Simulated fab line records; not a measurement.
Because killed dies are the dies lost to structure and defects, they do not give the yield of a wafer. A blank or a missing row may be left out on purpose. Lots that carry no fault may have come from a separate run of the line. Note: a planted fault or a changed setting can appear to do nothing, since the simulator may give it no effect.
Matching of chambers	flow nand_harc	pecvd-04 running NHARC_P_CONTACT_DEP_30: 3 sister chambers
The step deposits SiNx, target thk 30 nm. 3 wafers are shown with their chamber, then 12 later ones without.

## EACH WAFER AND ITS CHAMBER
wafer	chamber	heater_power_w (W)
L092.1	2	903
L092.5	1	609
L092.6	0	773

## WAFERS MISSING THEIR CHAMBER
wafer	heater_power_w (W)
L094.1	823
L094.2	718
L094.3	805
L094.4	831
L094.5	788
L094.6	711
L095.1	784
L095.3	609
L095.5	614
L096.3	612
L096.5	862
L096.6	780

## EACH ONE'S CHAMBER
wafer	from the rows above	in truth
L094.1	can't be placed: 0 or 2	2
L094.2	can't be placed: 0 or 1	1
L094.3	can't be placed: 0 or 2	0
L094.4	can't be placed: 0 or 2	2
L094.5	0	0
L094.6	can't be placed: 0 or 1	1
L095.1	0	0
L095.3	1	1
L095.5	1	1
L096.3	1	1
L096.5	can't be placed: 2 or 0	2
L096.6	0	0
6 of 12 placed correctly. These rows do not allow placing 6 (true chamber among the candidates in 6). 0 placed wrongly.
How it was worked out, from the rows above alone: a wafer's distance from a chamber is the root of the sum, over the readings, of the square of ((its reading less the chamber's mean) divided by the reading's scatter). The wafer belongs to the nearest chamber; if the next one is less than 2 further off, it can't be placed. The mean given for a chamber averages the wafers shown for that chamber. The scatter (one wafer shown for each chamber): square how far every hidden wafer sits from the nearest shown wafer, average those squares and take the square root.
